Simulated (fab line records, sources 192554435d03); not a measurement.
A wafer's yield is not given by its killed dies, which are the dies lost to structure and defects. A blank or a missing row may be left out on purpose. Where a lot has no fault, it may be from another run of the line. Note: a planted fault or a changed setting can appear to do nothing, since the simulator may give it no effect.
Matching of chambers + flow n5_finfet + N5_BEOL_M0_SAQP_ILD_DEP_01 on pecvd-02: 3 sister chambers
The step deposits SiOC from DEMS/O2, target thk 45.419 nm, time 8.7 s. 6 wafers are shown with their chamber, then 8 later ones without.

WAFERS PAIRED WITH THEIR CHAMBERS
| wafer  | chamber | throttle_valve_pct (%) | heater_power_outer_w (W) |
|--------|---------|------------------------|--------------------------|
| L084.3 | 0       | 12.1                   | 283                      |
| L087.1 | 2       | 11.2                   | 259                      |
| L088.1 | 1       | 11.6                   | 197                      |
| L088.4 | 2       | 10.9                   | 249                      |
| L088.5 | 0       | 11.8                   | 311                      |
| L092.2 | 1       | 12.0                   | 183                      |

WAFERS MISSING THEIR CHAMBER
| wafer  | throttle_valve_pct (%) | heater_power_outer_w (W) |
|--------|------------------------|--------------------------|
| L092.4 | 11.5                   | 183                      |
| L092.5 | 11.2                   | 227                      |
| L076.2 | 11.3                   | 227                      |
| L076.3 | 12.0                   | 218                      |
| L076.5 | 12.3                   | 212                      |
| L097.1 | 11.9                   | 219                      |
| L097.3 | 12.1                   | 303                      |
| L097.6 | 11.1                   | 236                      |

EACH ONE'S CHAMBER
| wafer  | from the rows above     | in truth |
|--------|-------------------------|----------|
| L092.4 | 1                       | 1        |
| L092.5 | can't be placed: 2 or 1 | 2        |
| L076.2 | can't be placed: 2 or 1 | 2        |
| L076.3 | 1                       | 1        |
| L076.5 | 1                       | 1        |
| L097.1 | 1                       | 1        |
| L097.3 | 0                       | 0        |
| L097.6 | 2                       | 2        |
Placed correctly: 6 of 8. Not placeable from these rows: 2 (in 2, the candidates include the true chamber). Placed wrongly: 0.
How it was worked out, from the rows above alone: a wafer's distance from a chamber is the root of the sum, over the readings, of the square of ((its reading less the chamber's mean) divided by the reading's scatter). The wafer belongs to the nearest chamber; if the next one is less than 2 further off, it can't be placed. The mean given for a chamber averages the wafers shown for that chamber. The scatter: the root of (the sum of the squares of (reading less its chamber's mean) over the shown wafers, divided by (wafers less chambers)).
